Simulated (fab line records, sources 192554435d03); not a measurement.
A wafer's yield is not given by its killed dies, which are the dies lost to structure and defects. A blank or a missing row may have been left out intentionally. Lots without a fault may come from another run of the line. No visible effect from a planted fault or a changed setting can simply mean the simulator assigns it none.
Matching of chambers || flow n5_finfet || pecvd-01 running N5_BEOL_M7_DEP_56: 3 sister chambers
The step deposits SiCN from 3MS/NH3, target thk 10 nm, time 17.5 s. 3 wafers are shown with their chamber, then 9 later ones without.

WAFERS, EACH WITH ITS CHAMBER
{"wafer": "L080.6", "chamber": 2, "throttle_valve_pct (%)": 9.0}
{"wafer": "L089.5", "chamber": 1, "throttle_valve_pct (%)": 9.3}
{"wafer": "L089.6", "chamber": 0, "throttle_valve_pct (%)": 9.2}

WAFERS WHOSE CHAMBER IS MISSING
{"wafer": "L091.1", "throttle_valve_pct (%)": 9.1}
{"wafer": "L091.2", "throttle_valve_pct (%)": 8.8}
{"wafer": "L091.3", "throttle_valve_pct (%)": 9.4}
{"wafer": "L091.4", "throttle_valve_pct (%)": 9.0}
{"wafer": "L091.5", "throttle_valve_pct (%)": 9.1}
{"wafer": "L091.6", "throttle_valve_pct (%)": 9.3}
{"wafer": "L094.2", "throttle_valve_pct (%)": 9.0}
{"wafer": "L094.3", "throttle_valve_pct (%)": 9.0}
{"wafer": "L094.4", "throttle_valve_pct (%)": 9.2}

THE CHAMBER EACH PASSED THROUGH
{"wafer": "L091.1", "from the rows above": "can't be placed: 0 or 2 or 1", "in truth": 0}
{"wafer": "L091.2", "from the rows above": 2, "in truth": 2}
{"wafer": "L091.3", "from the rows above": "can't be placed: 1 or 0", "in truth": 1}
{"wafer": "L091.4", "from the rows above": 2, "in truth": 2}
{"wafer": "L091.5", "from the rows above": "can't be placed: 0 or 2 or 1", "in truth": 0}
{"wafer": "L091.6", "from the rows above": "can't be placed: 1 or 0", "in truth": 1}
{"wafer": "L094.2", "from the rows above": 2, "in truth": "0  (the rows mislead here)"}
{"wafer": "L094.3", "from the rows above": 2, "in truth": 2}
{"wafer": "L094.4", "from the rows above": "can't be placed: 0 or 1", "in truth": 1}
Correctly placed: 3 of 9. Not placeable from these rows: 5 (in 5, the candidates include the true chamber). 1 placed wrongly.
How it was worked out, from the rows above alone: a wafer's distance from a chamber is the root of the sum, over the readings, of the square of ((its reading less the chamber's mean) divided by the reading's scatter). The wafer belongs to the nearest chamber; if the next one is less than 2 further off, it can't be placed. For every chamber, the mean is computed from those of its wafers that are shown. The scatter: with one shown wafer a chamber, the root of the mean of the squares of how far each hidden wafer lies from its nearest shown one.
